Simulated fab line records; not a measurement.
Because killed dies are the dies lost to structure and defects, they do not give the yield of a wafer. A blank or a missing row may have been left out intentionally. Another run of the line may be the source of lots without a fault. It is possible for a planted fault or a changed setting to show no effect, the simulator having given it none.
Chamber matching / flow n5Finfet / N5_BEOL_M11_DEP_56 on pecvd-04 has 3 sister chambers
The step deposits SiCN from 3MS/NH3, target thk 30 nm, time 10.5 s. 3 wafers are shown with their chamber, then 10 later ones without.

## WAFERS PAIRED WITH THEIR CHAMBERS
wafer=L085.2; chamber=1; throttleValvePct (%)=18.9
wafer=L089.1; chamber=2; throttleValvePct (%)=16.9
wafer=L089.2; chamber=0; throttleValvePct (%)=18.1

## WAFERS WITHOUT THEIR CHAMBER
wafer=L089.3; throttleValvePct (%)=19.0
wafer=L094.2; throttleValvePct (%)=16.6
wafer=L094.3; throttleValvePct (%)=18.9
wafer=L094.4; throttleValvePct (%)=17.9
wafer=L095.1; throttleValvePct (%)=17.9
wafer=L095.3; throttleValvePct (%)=18.8
wafer=L095.5; throttleValvePct (%)=19.0
wafer=L097.2; throttleValvePct (%)=19.1
wafer=L097.3; throttleValvePct (%)=18.0
wafer=L097.5; throttleValvePct (%)=17.9

## THE CHAMBER EACH PASSED THROUGH
wafer=L089.3; from the rows above=1; in truth=1
wafer=L094.2; from the rows above=2; in truth=2
wafer=L094.3; from the rows above=1; in truth=1
wafer=L094.4; from the rows above=0; in truth=0
wafer=L095.1; from the rows above=0; in truth=0
wafer=L095.3; from the rows above=1; in truth=1
wafer=L095.5; from the rows above=1; in truth=1
wafer=L097.2; from the rows above=1; in truth=1
wafer=L097.3; from the rows above=0; in truth=0
wafer=L097.5; from the rows above=0; in truth=0
10 of 10 placed correctly. From these rows, 0 cannot be placed. Wrongly placed: 0.
How it was worked out, from the rows above alone: a wafer's distance from a chamber is the root of the sum, over the readings, of the square of ((its reading less the chamber's mean) divided by the reading's scatter). If the next closest chamber is less than 2 further off than the closest, the wafer can't be placed; otherwise it belongs to the closest. The mean given for a chamber averages the wafers shown for that chamber. The scatter: with one shown wafer a chamber, the root of the mean of the squares of how far each hidden wafer lies from its nearest shown one.
